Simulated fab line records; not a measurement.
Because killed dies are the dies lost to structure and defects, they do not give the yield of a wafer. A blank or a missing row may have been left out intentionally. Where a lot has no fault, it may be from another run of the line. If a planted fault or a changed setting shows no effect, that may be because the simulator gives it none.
What tool caused it? ; flow nandHarc ; 11 lots with 31 wafers sampled at 5 steps, on a route of 1159 steps

WHAT EACH GAUGE READ, for each wafer
NHARC_END_SORT_01.
lot;measured;on;killedAtArray;killedAtOther;killedAtPeriphery;killedDies;killedOpen;killedShort
L468;day 22 00:52;prober-02;15 256;0 0;1 2;16 258;2 4;0 4
L471;day 22 07:05;prober-01;249 23 22;0 0 0;2 0 4;251 23 26;4 2 5;2 5 0
L474;day 22 14:53;prober-02;265 21;0 0;5 1;270 22;3 4;1 1

TOOL THAT RAN EACH LOT (tool first, then ch and the chambers of the sampled wafers, then the start)
lot;NHARC_A_CONTACT_ETCH_106;NHARC_A_CONTACT_STRIP_82;NHARC_A_CONTACT_ETCH_30;NHARC_A_CONTACT_ETCH_98
L464;rieDiel-12 ch 0,1, day 16 18:59;rieDiel-12 ch 0,3, day 16 23:47 or earlier;rieDiel-06 ch 1,3, day 16 23:47;rieDiel-03 ch 1,2, no start
L463;rieDiel-03 ch 0,1, day 16 21:35;rieDiel-03 ch 0,2, day 17 01:05 or earlier;rieDiel-03 ch 1,2, day 17 01:05;rieDiel-03 ch 2,3, no start
L465;rieDiel-06 ch 2,3, day 17 15:01;rieDiel-06 ch 0,1,2, day 17 19:34 or earlier;rieDiel-03 ch 0,1, day 17 19:34;rieDiel-03 ch 0,3, day 17 21:29
L468;rieDiel-06 ch 1,3, day 18 03:14;rieDiel-06 ch 0,3, day 18 06:43 or earlier;rieDiel-03 ch 1,2, day 18 06:43;rieDiel-12 ch 0,3, day 22 00:52 or earlier
L471;rieDiel-03 ch 0,3, day 18 18:56;rieDiel-03 ch 0,2,3, day 18 23:07 or earlier;rieDiel-03 ch 0,1,3, day 18 23:07;rieDiel-03 ch 0,1,3, day 22 07:05 or earlier
L474;rieDiel-03 ch 0,3, day 19 03:07;rieDiel-03 ch 0,3, day 19 06:30 or earlier;rieDiel-03 ch 0,3, day 19 06:30;rieDiel-06 ch 0,1, day 22 14:53 or earlier
L477;rieDiel-12 ch 0,2,3, day 20 12:16;rieDiel-12 ch 1,2,3, day 20 17:22 or earlier;rieDiel-06 ch 0,1, day 20 17:22;rieDiel-03 ch 0,3, no start
L484;rieDiel-03 ch 0,2,3, day 21 11:34;rieDiel-03 ch 1,2, day 21 17:35 or earlier;rieDiel-12 ch 1,2, day 21 17:35;rieDiel-03 ch 1,2, no start
L483;rieDiel-03 ch 2,3, day 21 15:47;rieDiel-03 ch 0,3, day 21 19:43 or earlier;rieDiel-03 ch 0,3, day 21 19:43;rieDiel-06 ch 0,3, no start
L486;rieDiel-03 ch 0,1,3, day 22 02:22;rieDiel-03 ch 1,2,3, day 22 06:43 or earlier;rieDiel-12 ch 2,3, day 22 06:43;rieDiel-06 ch 0,3, no start
L485;rieDiel-03 ch 2,3, day 22 08:40;rieDiel-03 ch 1,3, day 22 12:20 or earlier;rieDiel-06 ch 0,2,3, day 22 12:20;rieDiel-12 ch 0,1,3, day 22 14:05
- NHARC_A_CONTACT_ETCH_106: etches the open film in CF4/O2, target depth 60 nm, overetch 6 nm, time 33 s.
- NHARC_A_CONTACT_STRIP_82: strips in O2.
- NHARC_A_CONTACT_ETCH_30: etches the open film in CF4/CHF3, target depth 60.5 nm, time 30.2 s.
- NHARC_A_CONTACT_ETCH_98: etches the open film in C4F6/O2, target depth 20 nm, time 10 s.

WHAT THE TOOLS THEMSELVES READ (means of the sampled wafers that have a number; where no wafer has one, the mark that the record gives instead)
NHARC_A_CONTACT_ETCH_106.
lot;tool;drypumpMotorCurrentA (A);oesProductAu (a.u.);rfVppV (V);runLengthS (s);showerheadPlenumPTorr (Torr);throttleValvePct (%)
L464;rieDiel-12;5.9;0.987;198.4;54.1;1.34;13.402
L463;rieDiel-03;6.1;1.006;197.5;54.6;1.31;13.402
L465;rieDiel-06;6.1;1.002;198.2;54.7;1.37;13.391
L468;rieDiel-06;6.0;1.002;199.1;55.2;1.38;13.400
L471;rieDiel-03;5.8;1.000;196.8;54.7;1.26;13.399
L474;rieDiel-03;5.9;0.990;196.5;55.0;1.26;13.393
L477;rieDiel-12;5.3;1.002;197.3;53.8;1.31;13.391
L484;rieDiel-03;5.7;1.000;196.4;54.7;1.26;13.408
L483;rieDiel-03;5.5;1.004;196.0;54.6;1.25;13.397
L486;rieDiel-03;5.9;0.996;197.7;54.4;1.29;13.398
L485;rieDiel-03;5.4;1.006;196.0;54.5;1.25;13.394

NHARC_A_CONTACT_STRIP_82.
lot;tool;drypumpMotorCurrentA (A);oesProductAu (a.u.);rfVppV (V);showerheadPlenumPTorr (Torr);throttleValvePct (%)
L464;rieDiel-12;5.5;0.989;58.0;3.47;17.039
L463;rieDiel-03;5.7;1.008;58.0;3.36;17.032
L465;rieDiel-06;5.7;1.000;57.2;3.55;17.034
L468;rieDiel-06;5.7;0.990;58.1;3.54;17.030
L471;rieDiel-03;5.8;1.002;56.7;3.34;17.025
L474;rieDiel-03;5.9;1.000;58.0;3.34;17.031
L477;rieDiel-12;5.5;0.990;58.3;3.50;17.037
L484;rieDiel-03;5.6;0.994;57.5;3.49;17.037
L483;rieDiel-03;5.8;1.003;57.2;3.32;17.043
L486;rieDiel-03;5.6;0.988;57.4;3.39;17.036
L485;rieDiel-03;5.6;1.005;57.1;3.38;17.033

NHARC_A_CONTACT_ETCH_30.
lot;tool;drypumpMotorCurrentA (A);oesProductAu (a.u.);rfVppV (V);runLengthS (s);showerheadPlenumPTorr (Torr);throttleValvePct (%)
L464;rieDiel-06;5.9;0.916;372.4;51.8;1.62;16.798
L463;rieDiel-03;5.6;0.920;370.3;51.1;1.56;16.804
L465;rieDiel-03;6.1;0.929;369.1;51.8;1.55;16.803
L468;rieDiel-03;5.5;0.979;371.4;47.7;1.54;16.802
L471;rieDiel-03;5.9;0.919;368.9;49.2;1.53;16.800
L474;rieDiel-03;5.9;0.920;367.7;48.6;1.49;16.803
L477;rieDiel-06;5.7;0.935;371.2;51.2;1.58;16.799
L484;rieDiel-12;5.8;0.966;370.6;51.0;1.59;16.795
L483;rieDiel-03;5.8;0.927;367.6;51.8;1.48;16.799
L486;rieDiel-12;4.9;0.926;369.5;51.1;1.52;16.793
L485;rieDiel-06;5.8;0.933;369.8;51.6;1.58;16.804

NHARC_A_CONTACT_ETCH_98.
lot;tool;drypumpMotorCurrentA (A);oesProductAu (a.u.);rfVppV (V);runLengthS (s);showerheadPlenumPTorr (Torr);throttleValvePct (%)
L464;rieDiel-03;5.6;0.951;546.0;30.9;3.90;26.909
L463;rieDiel-03;5.5;0.953;541.5;31.1;3.69;26.901
L465;rieDiel-03;5.8;0.939;542.1;31.4;3.71;26.909
L468;rieDiel-12;5.2;0.953;545.9;30.8;3.84;26.904
L471;rieDiel-03;5.9;0.957;545.7;31.0;3.81;26.894
L474;rieDiel-06;5.6;0.990;547.1;30.8;3.92;26.893
L477;rieDiel-03;5.8;0.986;542.5;31.3;3.70;26.903
L484;rieDiel-03;5.6;0.930;545.9;31.0;3.88;26.898
L483;rieDiel-06;5.8;0.954;547.7;31.4;3.96;26.906
L486;rieDiel-06;5.8;1.007;547.9;31.3;3.96;26.901
L485;rieDiel-12;5.5;0.992;546.7;30.7;3.88;26.904

THE ANSWER, worked out from the rows above alone
Rule: usual is defined by the lots themselves. The widest of any qualifying gaps counts: lots, ordered by their means at a reading, are off when they make up no more than a third of the lots, leave a main group of 4 or more, and stand apart from it by 3 or more times the standard deviation of that group's means. The tables above print the reading to a certain number of digits; a main group whose means all agree to those digits is not used. A lot without any number at a reading at which 4 lots or more have one is off too. All remaining lots with rows at the step are treated as sound. The gauges are gone through in route order, then the tools' own readings, and for those a lot's mean is taken as printed above. The first step at which some lot is off is used, and at that step the reading that is off furthest; a lot without a number counts as furthest.
Off: L468, L471, L474 (NHARC_A_CONTACT_ETCH_30, runLengthS). The main group: mean 51.4 s, standard deviation 0.33.
A tool fits if, at that step or a process step before it, it ran every lot that is off, and no sound lot after the first of them. NHARC_A_CONTACT_STRIP_82 gives no start for some lots, so the hours and the order of its lots are those of NHARC_A_CONTACT_ETCH_30. None of those tried fits.

WHAT HAD BEEN PUT IN BY THE SIMULATOR
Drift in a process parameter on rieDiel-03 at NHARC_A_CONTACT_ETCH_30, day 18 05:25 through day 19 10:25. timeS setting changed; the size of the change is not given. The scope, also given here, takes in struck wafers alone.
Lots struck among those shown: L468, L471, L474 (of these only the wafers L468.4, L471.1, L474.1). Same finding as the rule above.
